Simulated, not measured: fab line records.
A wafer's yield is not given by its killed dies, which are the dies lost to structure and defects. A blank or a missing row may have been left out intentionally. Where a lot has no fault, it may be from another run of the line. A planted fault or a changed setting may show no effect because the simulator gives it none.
Matching of chambers    flow n5_finfet    4 sister chambers for N5_FIN_CUT_CUT_ETCH_15 on rie_si-04
The step etches Si in HBr/Cl2/O2, target depth 100 nm, bt time 10 s, time 42.4 s. 4 wafers are shown with their chamber, then 8 later ones without.

WAFERS PAIRED WITH THEIR CHAMBERS
wafer   chamber  drypump_motor_current_A (A)
L080.2  3        5.6
L082.3  0        5.5
L082.6  1        5.5
L086.2  2        6.6

WAFERS WITH NO CHAMBER GIVEN
wafer   drypump_motor_current_A (A)
L086.4  5.6
L086.6  5.6
L089.1  5.5
L089.3  6.5
L089.4  5.4
L090.2  5.6
L090.3  5.5
L090.5  5.5

THE CHAMBER EACH PASSED THROUGH
wafer   from the rows above      in truth
L086.4  3                        3
L086.6  3                        3
L089.1  can't be placed: 0 or 1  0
L089.3  2                        2
L089.4  can't be placed: 0 or 1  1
L090.2  3                        3
L090.3  can't be placed: 0 or 1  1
L090.5  can't be placed: 0 or 1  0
Placed correctly: 4 of 8. From these rows, 4 cannot be placed; in 4 the true chamber is one of the candidates. Number placed wrongly: 0.
How it was worked out, from the rows above alone: a wafer's distance from a chamber is the root of the sum, over the readings, of the square of ((its reading less the chamber's mean) divided by the reading's scatter). If the next closest chamber is less than 2 further off than the closest, the wafer can't be placed; otherwise it belongs to the closest. For every chamber, the mean is computed from those of its wafers that are shown. The scatter (one wafer shown for each chamber): square how far every hidden wafer sits from the nearest shown wafer, average those squares and take the square root.
